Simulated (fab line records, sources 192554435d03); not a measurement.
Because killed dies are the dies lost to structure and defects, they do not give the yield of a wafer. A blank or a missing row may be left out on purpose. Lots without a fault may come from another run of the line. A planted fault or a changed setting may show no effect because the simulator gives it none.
A struck lot beside a sound one -- flow n5 finfet -- 35 out of 1938 route steps
Sound: these wafers, L576.1, L576.3, L576.5. Struck: wafers L569.1, L569.5, L569.6. Last of all comes the cause.
For every step that has rows: the tool of each side, followed by ch and its chambers, followed by its first start. Under that, the readings that differ: sound wafers -- struck wafers -- difference of the means -- sigmas: that difference in standard deviations of wafers without a fault.
alike: words and numbers the same on both sides, and readings whose means are apart by under 2 such deviations; not compared: readings that were withheld, readings missing a value for some wafer, numbers with overlapping values and no deviation given by the record, and bounds like >300 which may hide the same value.
A row with sigmas, a row that says differs or no value, or rows on one side alone: a step with any of these is where the two part. When numbers do not overlap yet have no deviation, they are printed without sigmas and do not part them. A reading that every wafer of one side lacks parts them only if that side has two wafers or more.

first, 10 steps without rows for these wafers: N5_BEOL_M5_ILD_DEP_00 (deposits SiCOH lowk from DEMS/porogen, target thk 140.64 nm, time 25.9 s); N5_BEOL_M5_CURE_79 (cures SiCOH lowk, time 240 s); N5_BEOL_M5_PECVD_70 (deposits SiO2 from TEOS/O2, target thk 16 nm, time 18 s); N5_BEOL_M5_HM_DEP_02 (deposits TiN, target thk 20 nm); N5_BEOL_M5_COAT_59 (time 60 s, resist thk 60 nm); N5_BEOL_M5_COAT_60 (time 60 s, resist thk 12 nm); N5_BEOL_M5_COAT_71 (time 60 s, resist thk 5 nm); N5_BEOL_M5_COAT_05 (resist thk 30 nm); N5_BEOL_M5_EBR_07; N5_BEOL_M5_SOFTBAKE_06 (time 60 s).
N5_BEOL_M5_EXPOSE_08: exposes mask M5, target cd 28 nm.
  sound on euv scanner-02 ch 0, day 12 17:37; struck on euv scanner-01 ch 0, day 10 07:19
reading,sound,struck,difference,sigmas
exposure dose mJ cm2,35.68 35.76 35.74,36.12 36.14 36.18,+0.42,+9
  alike: mask
then, 2 steps without rows for these wafers: N5_BEOL_M5_PEB_09 (peb time 60 s); N5_BEOL_M5_DEVELOP_10 (develop time 30 s).
N5_BEOL_M5_DESCUM_16: chemistry O2, time 7 s.
  sound on rie diel-06 ch 1,2,3, day 12 18:27; struck on rie diel-06 ch 0,2,3, day 10 07:34
  alike: drypump motor current A, oes product au, rf vpp V, showerhead plenum p Torr, throttle valve pct
  not compared: rf hours counter h, model.BEOL_M5.cd nm
then, 19 steps without rows for these wafers: N5_BEOL_M5_ETCH_72 (etches underlayer in N2/H2, target depth 6.5 nm, time 5.2 s); N5_BEOL_M5_ETCH_61 (etches SiARC in CF4, target depth 15.6 nm, time 26 s); N5_BEOL_M5_ETCH_62 (etches SOC in N2/H2, target depth 75 nm, overetch 15 nm, time 112.5 s); N5_BEOL_M5_STRIP_63 (strips in N2/H2); N5_BEOL_M5_STRIP_73 (strips in N2/H2); N5_BEOL_M5_STRIP_64 (strips in CF4); N5_BEOL_M5_HM_OPEN_17 (chemistry Cl2/BCl3, target TiN, target depth 20 nm, overetch 6 nm); N5_BEOL_M5_STRIP_19 (strips in O2); N5_BEOL_M5_COAT_65 (time 60 s, resist thk 60 nm); N5_BEOL_M5_COAT_66 (time 60 s, resist thk 12 nm); N5_BEOL_M5_COAT_74 (time 60 s, resist thk 5 nm); N5_BEOL_M5_COAT_22 (resist thk 30 nm); N5_BEOL_M5_EBR_24; N5_BEOL_M5_SOFTBAKE_23 (time 60 s); N5_BEOL_M5_EXPOSE_25 (exposes mask V4, defocus 10 nm); N5_BEOL_M5_PEB_26 (peb time 60 s); N5_BEOL_M5_DEVELOP_27 (develop time 30 s); N5_BEOL_M5_DESCUM_33 (chemistry O2, time 7 s); N5_BEOL_M5_ETCH_75 (etches underlayer in N2/H2, target depth 6.5 nm, time 5.2 s).
N5_BEOL_M5_ETCH_41: etches SiCN in CH3F/O2, target depth 31.5 nm, time 56.7 s.
  sound on rie diel-02 ch 0,1,2; struck on rie diel-02 ch 1,2
reading,sound,struck,difference,sigmas
model.BEOL_M5.cd nm (nm),28.2 28.4 28,26.6 27.6 27.2,-1.1,
  alike: bias w, drypump motor current A, oes product au, rf vpp V, showerhead plenum p Torr, throttle valve pct
  not compared: rf hours counter h
-- here the record skips 4 days between the struck wafers' starts before and after, leaving off in module BEOL_M5 and picking up in module PASSIVATION (first step shown: number 1936 of the route) --
N5_PASSIVATION_PROBE_49:
  sound: prober-02 at day 16 21:08; struck: prober-01 at day 14 16:29
  alike: defect limited yield, killed_at_M0_to_M3, killed_at_M4_up, killed at contacts, killed at front end, killed at other, killed dies, killed on rim, killed open, killed short, sort_bin_5_function, sort_bin_6_memory, sort n pass, sort yield pct

WHERE THEY PART
Only at N5_BEOL_M5_EXPOSE_08, as far as this record shows. Later steps at which nothing parts them and some readings are alike: N5_BEOL_M5_DESCUM_16, N5_BEOL_M5_ETCH_41, N5_PASSIVATION_PROBE_49.

WHY: the cause the simulator had injected
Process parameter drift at N5_BEOL_M5_EXPOSE_08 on euv scanner-01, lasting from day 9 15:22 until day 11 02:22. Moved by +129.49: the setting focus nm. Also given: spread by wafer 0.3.
